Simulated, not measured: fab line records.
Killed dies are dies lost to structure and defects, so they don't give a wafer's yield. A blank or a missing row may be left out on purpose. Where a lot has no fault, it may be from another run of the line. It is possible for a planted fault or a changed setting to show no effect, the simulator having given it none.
Matching of chambers + flow n5 finfet + 3 sister chambers for N5_BEOL_M4_CO_CAP_55 on cvd co-01
The step material Co, precursor CCTBA/H2, target thk 2 nm, time 102.1 s. 6 wafers are shown with their chamber, then 7 later ones without.

== EACH WAFER AND ITS CHAMBER ==
| wafer  | chamber | heater power w (W) |
|--------|---------|--------------------|
| L229.4 | 1       | 264                |
| L233.1 | 2       | 250                |
| L233.2 | 1       | 266                |
| L233.4 | 0       | 245                |
| L237.1 | 2       | 250                |
| L237.3 | 0       | 241                |

== WAFERS WITH NO CHAMBER GIVEN ==
| wafer  | heater power w (W) |
|--------|--------------------|
| L237.6 | 248                |
| L245.2 | 243                |
| L245.3 | 274                |
| L245.4 | 252                |
| L246.2 | 244                |
| L246.3 | 246                |
| L246.4 | 241                |

== THE CHAMBER EACH PASSED THROUGH ==
| wafer  | from the rows above     | in truth                   |
|--------|-------------------------|----------------------------|
| L237.6 | can't be placed: 2 or 0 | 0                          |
| L245.2 | 0                       | 0                          |
| L245.3 | 1                       | 1                          |
| L245.4 | 2                       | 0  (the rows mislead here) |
| L246.2 | 0                       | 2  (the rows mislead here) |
| L246.3 | can't be placed: 0 or 2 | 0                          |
| L246.4 | 0                       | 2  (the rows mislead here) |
Placed correctly: 2 of 7. These rows do not allow placing 2 (true chamber among the candidates in 2). 3 placed wrongly.
How it was worked out, from the rows above alone: a wafer's distance from a chamber is the root of the sum, over the readings, of the square of ((its reading less the chamber's mean) divided by the reading's scatter). The wafer belongs to the nearest chamber; if the next one is less than 2 further off, it can't be placed. A chamber's mean is the mean of its shown wafers. The scatter: the root of (the sum of the squares of (reading less its chamber's mean) over the shown wafers, divided by (wafers less chambers)).
